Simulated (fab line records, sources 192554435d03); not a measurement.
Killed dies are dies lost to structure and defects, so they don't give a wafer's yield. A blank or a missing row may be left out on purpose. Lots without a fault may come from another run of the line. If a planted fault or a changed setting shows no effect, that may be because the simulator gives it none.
Split-lot trial | flow n5 finfet | on a route of 1938 steps: 7 lots, 21 wafers read

THE SPLIT ITSELF
At N5_BEOL_M1_ETCH_64 (etches SOC in N2/H2, target depth 75 nm, overetch 15 nm, time 112.5 s), the setting bias w was moved away from the recipe's 150 W on 5 of the 21 wafers read, by -5.9% to +8.2%. All remaining wafers had this setting at the recipe value.

The reading is taken at the split's own step.

THE READING
rf vpp V, in V, at N5_BEOL_M1_ETCH_64 (etches SOC in N2/H2, target depth 75 nm, overetch 15 nm, time 112.5 s). On this fab line, fault-free wafers typically give 524 V with a standard deviation of 3 V.

wafer  | tool, chamber at the split | bias w as run, W | against the recipe | rf vpp V, V | against lot-mates on the recipe
L074.2 | rie diel-02, 1             | 150              | recipe             | 529         | -
L074.3 | rie diel-02, 2             | 150              | recipe             | 525         | -
L074.6 | rie diel-02, 0             | 157.3            | +4.9%              | 543         | +16
L076.1 | rie diel-02, 2             | 150              | recipe             | 526         | -
L076.4 | rie diel-02, 0             | 162.3            | +8.2%              | 553         | +27
L076.5 | rie diel-02, 1             | 162.3            | +8.2%              | 555         | +29
L079.3 | rie diel-06, 3             | 150              | recipe             | 524         | -
L079.4 | rie diel-06, 1             | 150              | recipe             | 522         | -
L079.5 | rie diel-06, 3             | 150              | recipe             | 523         | -
L087.3 | rie diel-02, 2             | 150              | recipe             | 526         | -
L087.4 | rie diel-02, 1             | 141.2            | -5.9%              | 509         | -17
L087.6 | rie diel-02, 0             | 141.2            | -5.9%              | 507         | -19
L092.4 | rie diel-02, 3             | 150              | recipe             | 519         | -
L092.5 | rie diel-02, 3             | 150              | recipe             | 519         | -
L092.6 | rie diel-02, 0             | 150              | recipe             | 526         | -
L094.4 | rie diel-02, 0             | 150              | recipe             | 527         | -
L094.5 | rie diel-02, 3             | 150              | recipe             | 520         | -
L094.6 | rie diel-02, 2             | 150              | recipe             | 525         | -
L097.3 | rie diel-06, 0             | 150              | recipe             | 526         | -
L097.5 | rie diel-06, 3             | 150              | recipe             | 523         | -
L097.6 | rie diel-06, 0             | 150              | recipe             | 527         | -

THE FIT
A straight line over all 21 wafers: rf vpp V changes by +3.37 V for each +1% of bias w; r = +0.97; the points scatter about the line by 3 V.
The same after taking each lot's own level away (the mean of its wafers on the recipe; 21 wafers): +3.29 V for each +1%; r = +0.98; scatter 2.1 V.
The reading moves by 27 V for the largest change in bias w, on that fit.
From 521.3 to 527.0 V: that is the span of the lots' own levels, equal to 1.9 times the standard deviation above.
Consequently the slope shifts little with the lot-to-lot level, the two slopes agreeing.
Check: for one of the wafers moved furthest among these (+8.2%), held out of the fit, the line's prediction against its lot-mates is +27.3 V. Against them it came out at +27 V.
Tool readings at the split's step, against how far the setting was moved: rf vpp V r = +0.97.

THE OTHER SPLITS THESE WAFERS WENT THROUGH
These wafers also went through other splits before the reading. Each is held against what the fit with the lots' levels taken away leaves over:
other split on the same wafers             | wafers away from the commonest value | r with rf vpp V (lot level and that fit taken away)
N5_SD_EPI_P_EPI_21 time s                  | 3                                    | -0.12
N5_HKMG_FIN_ETCH_55 bias w                 | 8                                    | -0.21
N5_MOL_CONTACT_COAG_COAT_103 spin rpm      | 8                                    | -0.23
N5_MOL_CONTACT_COAG_CONTACT_ETCH_14 time s | 5                                    | -0.11
N5_MOL_CONTACT_COAG_ETCH_110 bias w        | 8                                    | +0.02
N5_BEOL_M0_SAQP_COAT_82 spin rpm           | 10                                   | +0.22
N5_BEOL_M0_SAQP_CUT_ETCH_46 source w       | 8                                    | +0.17
N5_BEOL_M1_COAT_05 spin rpm                | 8                                    | +0.14

THE FILE'S OWN FIT
rf vpp V changes by +3.3 V for each +1% of bias w, r = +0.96.
